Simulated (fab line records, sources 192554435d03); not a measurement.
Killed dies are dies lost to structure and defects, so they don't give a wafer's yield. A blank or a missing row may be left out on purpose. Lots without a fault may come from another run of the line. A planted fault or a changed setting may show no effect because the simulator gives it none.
Chamber matching | flow n5_finfet | N5_FIN_SAQP_MANDREL1_REMOVE_56 on rie_si-05: 4 sister chambers
The step chemistry HBr/Cl2/O2, target a-Si, stops on SiNx, bt time 10 s. 22 wafers are shown with their chamber, then 11 later ones without.

WAFERS WITH THEIR CHAMBER
wafer  | chamber | drypump_motor_current_A (A) | oes_product_au (a.u.)
L078.1 | 0       | 5.1                         | 1.019
L078.3 | 1       | 5.2                         | 1.030
L078.4 | 3       | 6.2                         | 1.001
L082.3 | 2       | 6.5                         | 0.996
L082.4 | 0       | 5.1                         | 1.017
L082.6 | 3       | 6.1                         | 1.003
L085.2 | 3       | 6.1                         | 1.000
L085.3 | 2       | 6.6                         | 0.994
L085.4 | 0       | 5.1                         | 1.034
L087.1 | 0       | 5.1                         | 1.034
L087.2 | 3       | 6.1                         | 1.011
L087.5 | 2       | 6.6                         | 0.996
L090.3 | 1       | 5.2                         | 1.027
L090.4 | 2       | 6.5                         | 0.997
L090.5 | 1       | 5.2                         | 1.027
L091.1 | 2       | 6.5                         | 0.987
L091.2 | 1       | 5.2                         | 1.033
L091.6 | 1       | 5.2                         | 1.033
L092.1 | 1       | 5.3                         | 1.042
L092.2 | 2       | 6.5                         | 0.992
L092.6 | 3       | 6.1                         | 1.011
L094.1 | 2       | 6.5                         | 0.984

SIGNATURES (means of the wafers above)
reading                 | chamber 0 | chamber 1 | chamber 2 | chamber 3 | scatter within a chamber
drypump_motor_current_A | 5.100     | 5.217     | 6.529     | 6.120     | 0.0412
oes_product_au          | 1.02600   | 1.03200   | 0.99229   | 1.00520   | 0.00615
Rule: a wafer's distance from a chamber is the root of the sum, over the readings, of the square of ((its reading less the chamber's mean) divided by the reading's scatter). The wafer belongs to the nearest chamber; if the next one is less than 2 further off, it can't be placed. The scatter: the root of (the sum of the squares of (reading less its chamber's mean) over the shown wafers, divided by (wafers less chambers)).

WAFERS WITHOUT THEIR CHAMBER
wafer  | drypump_motor_current_A (A) | oes_product_au (a.u.)
L094.2 | 5.1                         | 1.020
L094.5 | 5.1                         | 1.016
L095.2 | 6.2                         | 1.003
L095.5 | 5.2                         | 1.027
L095.6 | 5.1                         | 1.034
L096.2 | 6.5                         | 0.990
L096.4 | 5.3                         | 1.022
L096.5 | 5.1                         | 1.017
L097.2 | 6.1                         | 1.014
L097.3 | 6.6                         | 1.001
L097.6 | 6.6                         | 0.994

WHICH CHAMBER EACH WENT THROUGH
wafer  | from the rows above     | in truth
L094.2 | 0                       | 0
L094.5 | 0                       | 0
L095.2 | 3                       | 3
L095.5 | can't be placed: 1 or 0 | 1
L095.6 | can't be placed: 0 or 1 | 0
L096.2 | 2                       | 2
L096.4 | 1                       | 1
L096.5 | 0                       | 0
L097.2 | 3                       | 3
L097.3 | 2                       | 2
L097.6 | 2                       | 2
Placed correctly: 9 of 11. Can't be placed from these rows: 2 (the true chamber is among the candidates in 2). Placed wrongly: 0.
